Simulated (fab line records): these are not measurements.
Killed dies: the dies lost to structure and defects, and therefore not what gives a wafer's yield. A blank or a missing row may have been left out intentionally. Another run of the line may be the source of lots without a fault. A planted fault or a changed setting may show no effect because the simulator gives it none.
Matching of chambers + flow n5Finfet + N5_BEOL_M3_ETCH_63 on rieDiel-06: 4 sister chambers
The step etches SiARC in CF4, target depth 15.6 nm, time 26 s. 20 wafers are shown with their chamber, then 10 later ones without.

## EACH WAFER AND ITS CHAMBER
| wafer  | chamber | showerheadPlenumPTorr (Torr) | throttleValvePct (%) | oesProductAu (a.u.) |
|--------|---------|------------------------------|----------------------|---------------------|
| L077.1 | 3       | 2.07                         | 15.68                | 0.69                |
| L077.4 | 2       | 2.11                         | 15.86                | 0.61                |
| L077.5 | 2       | 2.11                         | 15.85                | 0.61                |
| L081.1 | 1       | 2.07                         | 15.51                | 0.68                |
| L081.4 | 0       | 2.12                         | 15.52                | 0.59                |
| L081.5 | 2       | 2.11                         | 15.85                | 0.59                |
| L082.1 | 1       | 2.07                         | 15.50                | 0.68                |
| L082.2 | 2       | 2.11                         | 15.86                | 0.59                |
| L082.3 | 3       | 2.07                         | 15.73                | 0.67                |
| L082.4 | 0       | 2.11                         | 15.52                | 0.60                |
| L082.5 | 0       | 2.11                         | 15.53                | 0.59                |
| L082.6 | 3       | 2.07                         | 15.73                | 0.68                |
| L085.3 | 2       | 2.11                         | 15.89                | 0.59                |
| L085.4 | 1       | 2.07                         | 15.54                | 0.68                |
| L085.5 | 0       | 2.11                         | 15.53                | 0.60                |
| L088.1 | 1       | 2.07                         | 15.54                | 0.67                |
| L088.4 | 0       | 2.11                         | 15.54                | 0.58                |
| L088.6 | 1       | 2.07                         | 15.54                | 0.67                |
| L090.1 | 0       | 2.11                         | 15.55                | 0.59                |
| L090.5 | 0       | 2.11                         | 15.55                | 0.58                |

SIGNATURES (averages over the wafers above)
| reading               | chamber 0 | chamber 1 | chamber 2 | chamber 3 | scatter within a chamber |
|-----------------------|-----------|-----------|-----------|-----------|--------------------------|
| showerheadPlenumPTorr | 2.1114    | 2.0700    | 2.1100    | 2.0700    | 0.00231                  |
| throttleValvePct      | 15.5343   | 15.5260   | 15.8620   | 15.7133   | 0.0181                   |
| oesProductAu          | 0.5900    | 0.6760    | 0.5980    | 0.6800    | 0.00866                  |
Rule: for a wafer and a chamber, the distance is found by dividing, reading by reading, the gap between the wafer's reading and the chamber's mean by the reading's scatter, squaring, summing and taking the root. The wafer belongs to the nearest chamber; if the next one is less than 2 further off, it can't be placed. How the scatter is found: for the shown wafers, subtract from each reading the mean of its chamber, square and add these, divide the total by (wafers less chambers), then take the root.

## WAFERS MISSING THEIR CHAMBER
| wafer  | showerheadPlenumPTorr (Torr) | throttleValvePct (%) | oesProductAu (a.u.) |
|--------|------------------------------|----------------------|---------------------|
| L090.6 | 2.06                         | 15.73                | 0.66                |
| L093.2 | 2.11                         | 15.40                | 0.84                |
| L093.3 | 2.06                         | 15.74                | 0.66                |
| L093.4 | 2.11                         | 15.39                | 0.84                |
| L096.2 | 2.06                         | 15.59                | 0.65                |
| L096.4 | 2.10                         | 15.42                | 0.81                |
| L096.6 | 2.06                         | 15.59                | 0.66                |
| L097.1 | 2.10                         | 15.43                | 0.79                |
| L097.2 | 2.06                         | 15.59                | 0.65                |
| L097.5 | 2.10                         | 15.41                | 0.81                |

## WHICH CHAMBER EACH WENT THROUGH
| wafer  | from the rows above | in truth                   |
|--------|---------------------|----------------------------|
| L090.6 | 3                   | 3                          |
| L093.2 | 1                   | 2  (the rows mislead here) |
| L093.3 | 3                   | 3                          |
| L093.4 | 1                   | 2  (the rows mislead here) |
| L096.2 | 1                   | 1                          |
| L096.4 | 1                   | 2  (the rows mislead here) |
| L096.6 | 1                   | 1                          |
| L097.1 | 1                   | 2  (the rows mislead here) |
| L097.2 | 1                   | 1                          |
| L097.5 | 1                   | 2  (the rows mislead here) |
Correctly placed: 5 of 10. From these rows, 0 cannot be placed. Wrongly placed: 5.
